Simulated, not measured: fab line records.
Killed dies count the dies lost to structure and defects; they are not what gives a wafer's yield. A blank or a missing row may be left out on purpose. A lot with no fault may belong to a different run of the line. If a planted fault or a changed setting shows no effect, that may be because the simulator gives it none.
Problem report, 8D (eight disciplines) form, completed by code	flow nand-harc	the parts of the form that need people (team, actions taken, sign-off) are left out

## 1. PROBLEM STATEMENT
sort_bin_3_pct at NHARC_END_SORT_01 reads a mean of 5.5 % on 2 wafers of 2 lots; wafers without a fault read 0.6 % with a standard deviation of 0.35. That is +14 standard deviations from the usual mean.
The first sign was on wafer L923.1 at day 28 17:25, on prober-02. The record holds 9 wafers of 3 lots with a number at this step. Rule for "out", or "out of limits": more than 4 standard deviations from the usual mean. The rest of the wafers with a number are treated as sound.

## 2. WHAT THIS IS AND IS NOT
question	is	is not
which readings at this step	sort_bin_3_pct	killed-at-other, killed-at-periphery, killed-open, killed-short, sort_bin_4_pct
which lots	L923, L926	L918
which wafers of those lots	L923.1, L926.2	L923.3, L923.6, L926.1, L926.6
read on which gauges	prober-01, prober-02	-
when	from day 28 17:25	up to then (3 sound wafers); but 4 sound wafers of L923, L926 came after

## 3. THE SUSPECTS, EACH WITH WHAT RULES IT OUT
Counting: a tool at a process step up to the reading stays a suspect if it ran every lot that is out. Sound lots after the first of them don't rule it out here, since some wafers of a struck lot are sound.
- ruled out: the gauge at NHARC_END_SORT_01. The wafers that are out were read on 2 gauges (prober-01, prober-02).
- rie-diel-08 at NHARC_A_M1_ETCH_28 (etches the open film in CF4/N2, target depth 30 nm, time 72.99 s): kept. It ran every lot that is out, first L923 (day 27 02:41).
- plasma-asher-02 at NHARC_THIN_TSV_STRIP_62 (strips in N2/H2, time 20 s): kept. It ran every lot that is out, first L923 (day 28 01:18); its last sound lot up to then is L918 (day 25 18:53).
- In rie-diel-08 at NHARC_A_M1_ETCH_28, the wafers that are out were processed in chamber 3 and their sound lot-mates in chambers 1, 2.
Left after counting: rie-diel-08 at NHARC_A_M1_ETCH_28, plasma-asher-02 at NHARC_THIN_TSV_STRIP_62.

## 4. THE CAUSE (what the simulator had put in)
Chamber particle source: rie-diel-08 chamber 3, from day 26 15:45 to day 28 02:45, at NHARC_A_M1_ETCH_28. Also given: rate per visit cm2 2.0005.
Of the 2 suspects that counting leaves, this tool is one.

## 5. THE CHAIN OF EFFECTS, in route order
Each row: a reading whose mean over the struck wafers that have a number lies more than 3 standard deviations from the usual. Only readings for which the record gives a usual standard deviation are gone through. hours: the time from each lot's start at the first step in this table that gives one to its start at this step, as a median over the lots. sigmas: the change in usual standard deviations.
hours	step	reading	usual	on struck wafers	change	sigmas
0	NHARC_END_SORT_01	defect-limited-yield	91.3 %	80.7	-10.6	-3.8
0	NHARC_END_SORT_01	killed-at-array	54	126	+72	+4.0
0	NHARC_END_SORT_01	killed-dies	59	130	+72	+3.8
0	NHARC_END_SORT_01	sort_bin_2_pct	3.1 %	7.4	+4.3	+3.6
0	NHARC_END_SORT_01	sort_bin_3_pct	0.6 %	5.5	+4.9	+14
0	NHARC_END_SORT_01	sort-n-pass	618	546	-72	-3.8
0	NHARC_END_SORT_01	sort-rim-yield-pct	92 %	74	-18	-4.0
0	NHARC_END_SORT_01	sort-yield-pct	91.3 %	80.7	-10.6	-3.8

## 6. WHAT WOULD HAVE CAUGHT IT SOONER
50 hours passed between the start of the fault at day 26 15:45 and the first reading out of limits at a measuring or inspecting step in this record, taken at day 28 17:25.
Of the tool readings at NHARC_A_M1_ETCH_28 for which the record gives a usual standard deviation, none was out on any struck wafer, so an alarm limit of 4 standard deviations on them would not have fired.
All the lots that are out (2) had begun NHARC_A_M1_ETCH_28 on rie-diel-08 by day 28 17:25. None of them would have been spared by holding the tool at that moment.
